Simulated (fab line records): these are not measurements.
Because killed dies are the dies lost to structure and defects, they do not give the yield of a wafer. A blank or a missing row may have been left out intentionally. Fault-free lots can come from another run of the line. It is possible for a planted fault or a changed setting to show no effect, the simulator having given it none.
Chamber matching	flow nand harc	rie diel-13 running NHARC_A_CHANNEL_FILL_D1_STRIP_28: 4 sister chambers
The step strips in O2, time 20 s. 4 wafers are shown with their chamber, then 12 later ones without.

WAFERS PAIRED WITH THEIR CHAMBERS
wafer	chamber	drypump motor current A (A)
L093.2	3	6.6
L094.1	1	6.0
L094.2	0	6.2
L094.3	2	5.9

WAFERS WITH NO CHAMBER GIVEN
wafer	drypump motor current A (A)
L094.4	6.6
L094.5	6.1
L094.6	6.0
L095.1	6.0
L095.2	6.6
L095.3	5.9
L095.4	6.1
L095.5	6.1
L095.6	6.7
L097.1	6.0
L097.2	6.1
L097.3	6.6

CHAMBER TAKEN BY EACH
wafer	from the rows above	in truth
L094.4	3	3
L094.5	can't be placed: 1 or 0 or 2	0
L094.6	can't be placed: 1 or 2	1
L095.1	can't be placed: 1 or 2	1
L095.2	3	3
L095.3	can't be placed: 2 or 1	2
L095.4	can't be placed: 1 or 0 or 2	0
L095.5	can't be placed: 1 or 0 or 2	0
L095.6	3	3
L097.1	can't be placed: 1 or 2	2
L097.2	can't be placed: 1 or 0 or 2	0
L097.3	3	3
Correct placement for 4 of the 12. Unplaceable from these rows: 8, with the true chamber sitting among the candidates in 8. Number placed wrongly: 0.
How it was worked out, from the rows above alone: a wafer's distance from a chamber is the root of the sum, over the readings, of the square of ((its reading less the chamber's mean) divided by the reading's scatter). If the next closest chamber is less than 2 further off than the closest, the wafer can't be placed; otherwise it belongs to the closest. The mean given for a chamber averages the wafers shown for that chamber. The scatter: root of mean squared gap, hidden wafer to nearest shown wafer, with one shown wafer a chamber.
